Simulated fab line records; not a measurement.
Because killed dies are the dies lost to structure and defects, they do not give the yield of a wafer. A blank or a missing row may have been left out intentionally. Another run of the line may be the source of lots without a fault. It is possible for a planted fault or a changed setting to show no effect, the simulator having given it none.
Struck lot and sound lot, side by side -- flow nandHarc -- 13 steps out of a route of 1302
Sound: the wafers L302.2, L302.3, L302.6. Wafers struck: L306.1, L306.3, L306.6. The cause comes at the end.
Each step with rows lists, per side, the tool, then ch with its chambers, then its first start. Under that, the readings that differ: sound wafers -- struck wafers -- difference of the means -- sigmas: that difference in standard deviations of wafers without a fault.
alike: readings with means less than 2 such deviations apart, plus words and numbers identical on both sides. not compared: withheld readings, readings lacking a value on some wafer, bounds such as >300 that could conceal the same value, and numbers that have no deviation in the record and whose values overlap.
Wherever a step has rows on one side only, a row that says differs or no value, or a row with sigmas, the two part there. Non-overlapping numbers with no deviation appear without sigmas and do not part them. A reading that every wafer of one side lacks parts them only if that side has two wafers or more.

NHARC_A_M0_PRE_CLEAN_29: time 30 s.
  sound on pvdSputter-02; struck on pvdSputter-01
  alike: heaterPowerW
NHARC_A_M0_PVD_20: deposits TaN, target thk 5 nm, time 8.06 s.
  sound on pvdSputter-02; struck on pvdSputter-01
  alike: throttleValvePct
NHARC_A_M0_PVD_21: deposits Cu, target thk 30 nm, time 20.49 s.
  sound on pvdSputter-02; struck on pvdSputter-01
  alike: throttleValvePct
then, 1 step without rows for these wafers: NHARC_A_M0_ECD_22 (material Cu, target thk 400 nm).
NHARC_A_M0_ANNEAL_30: time 90 s.
  sound on rtpAnneal-01 ch 0, day 23 15:02; struck on rtpAnneal-02 ch 0, day 25 02:50
  alike: wafer_temp_C_max
NHARC_A_M0_CMP_23: polishes, t overpolish 20 s, target thk 113.75 nm.
  sound on cmp-01 ch 0,1,2, day 23 15:22; struck on cmp-04 ch 0,1,2, day 25 03:13
  alike: motorCurrentA, timeToEndpointS
NHARC_A_M0_THK_MEAS_24: measures by xrf.
  sound on filmMetro-01, day 23 15:39; struck on filmMetro-02, day 25 03:30
  alike: thkNm
then, 1 step without rows for these wafers: NHARC_A_M0_SRD_25.
NHARC_A_M0_INSPECT_27:
  sound on defectInspect-02, day 23 15:48; struck on defectInspect-02, day 25 03:39
  alike: rawDefectCount
then, 2 steps without rows for these wafers: NHARC_A_M0_PRE_CLEAN_31 (time 12 s); NHARC_A_M0_DEP_32 (deposits SiCN, target thk 30 nm).
NHARC_A_M1_DEP_00: deposits SiOC, target thk 182.5 nm.
  sound on pecvd-02 ch 0,2, day 23 16:25; struck on pecvd-04 ch 1,2, day 25 04:13
  no value came back on the struck wafers for chamberPressureTorr (Torr), rfFwdPowerW (W); on the sound wafers chamberPressureTorr (Torr) reads 4.990 4.999 4.989
then, 1 step without rows for these wafers: NHARC_A_M1_DEHYDRATE_01 (time 120 s).

WHERE THEY PART
NHARC_A_M1_DEP_00 only, going by this record.

WHY: what the simulator had put in
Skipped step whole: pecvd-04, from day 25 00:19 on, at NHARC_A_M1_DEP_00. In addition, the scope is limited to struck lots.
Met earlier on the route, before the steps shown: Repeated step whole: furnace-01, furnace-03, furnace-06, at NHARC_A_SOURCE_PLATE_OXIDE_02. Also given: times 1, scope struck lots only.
